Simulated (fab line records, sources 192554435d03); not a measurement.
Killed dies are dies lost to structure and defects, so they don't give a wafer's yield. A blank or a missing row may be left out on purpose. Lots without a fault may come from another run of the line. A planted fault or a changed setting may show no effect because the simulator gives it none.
Which tool did it? | flow n5_finfet | 12 lots, 36 wafers sampled, at 1 step of a route of 1938

WHAT THE GAUGES READ, wafer by wafer
N5_BEOL_M2_CD_MEAS_11: target cd 16.79 nm.
lot  | measured     | on        | cd_nm (nm)
L074 | day 6 20:47  | cd_sem-02 | 17.38 17.55 17.42
L077 | day 7 07:42  | cd_sem-02 | 17.01 16.90 16.88
L078 | day 7 22:34  | cd_sem-02 | 16.73 16.45 15.99
L081 | day 8 11:01  | cd_sem-03 | 16.82 16.97 16.73
L083 | day 8 21:55  | cd_sem-01 | 16.94 17.30 17.23
L087 | day 10 00:58 | cd_sem-01 | 16.64 16.82 16.45
L086 | day 10 09:07 | cd_sem-02 | 16.75 17.23 16.66
L089 | day 10 20:05 | cd_sem-03 | 16.99 16.93 16.77
L090 | day 10 23:42 | cd_sem-02 | 17.05 17.19 16.61
L093 | day 11 07:37 | cd_sem-03 | 16.85 16.49 16.45
L095 | day 11 21:23 | cd_sem-02 | 16.68 16.68 16.91
L097 | day 12 16:05 | cd_sem-02 | 16.92 16.67 16.85

WHICH TOOL RAN EACH LOT (tool, then ch and the chambers of the sampled wafers, then the start)
The record holds no process step before these readings.

THE ANSWER, worked out from the rows above alone
Rule: what is usual is taken from the lots themselves. Put in order of their means at a reading, lots are off if they are a third of the lots or fewer, leave a main group of 4 or more, and stand apart from it by a gap of 3 or more times the standard deviation of the main group's means; of several such gaps the widest counts. A main group whose means are all the same, to the digits that the tables above print for the reading, isn't used. A lot without any number at a reading at which 4 lots or more have one is off too. The other lots that the step has rows for count as sound.
No lot is off at any reading shown: from this, nothing can be told.

WHAT THE SIMULATOR HAD PUT IN
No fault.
